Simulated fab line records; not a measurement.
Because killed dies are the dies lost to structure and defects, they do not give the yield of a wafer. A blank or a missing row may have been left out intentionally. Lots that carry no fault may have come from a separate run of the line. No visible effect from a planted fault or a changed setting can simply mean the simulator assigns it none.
Chamber matching	flow nandHarc	4 sister chambers for NHARC_P_M2_CMP_23 on cmp-01
The step polishes, t overpolish 20 s, target thk 144.3 nm. 8 wafers are shown with their chamber, then 12 later ones without.

## WAFERS WITH THEIR CHAMBER
wafer	chamber	motorCurrentA (A)	timeToEndpointS (s)
L086.4	3	12.3	31
L086.5	2	11.7	32
L088.1	1	9.9	31
L088.3	3	13.2	32
L088.4	0	13.8	29
L093.2	2	12.0	29
L093.5	0	13.4	28
L093.6	1	10.0	31

## WAFERS WITH NO CHAMBER GIVEN
wafer	motorCurrentA (A)	timeToEndpointS (s)
L092.1	13.6	28
L092.3	9.6	33
L092.5	11.5	30
L094.2	14.5	29
L094.3	9.9	33
L094.5	13.3	32
L096.1	10.1	31
L096.4	11.5	32
L096.6	11.3	30
L097.2	11.9	31
L097.3	11.8	32
L097.4	9.8	34

## CHAMBER TAKEN BY EACH
wafer	from the rows above	in truth
L092.1	0	0
L092.3	1	1
L092.5	2	2
L094.2	0	0
L094.3	1	1
L094.5	can't be placed: 3 or 0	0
L096.1	1	1
L096.4	can't be placed: 2 or 3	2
L096.6	2	2
L097.2	can't be placed: 2 or 3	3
L097.3	can't be placed: 2 or 3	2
L097.4	1	1
8 of 12 placed correctly. Cannot be placed on the basis of these rows: 4; the candidates contain the true chamber in 4. Number placed wrongly: 0.
How it was worked out, from the rows above alone: a wafer's distance from a chamber is the root of the sum, over the readings, of the square of ((its reading less the chamber's mean) divided by the reading's scatter). If the next closest chamber is less than 2 further off than the closest, the wafer can't be placed; otherwise it belongs to the closest. A chamber's mean is the mean of its shown wafers. How the scatter is found: for the shown wafers, subtract from each reading the mean of its chamber, square and add these, divide the total by (wafers less chambers), then take the root.
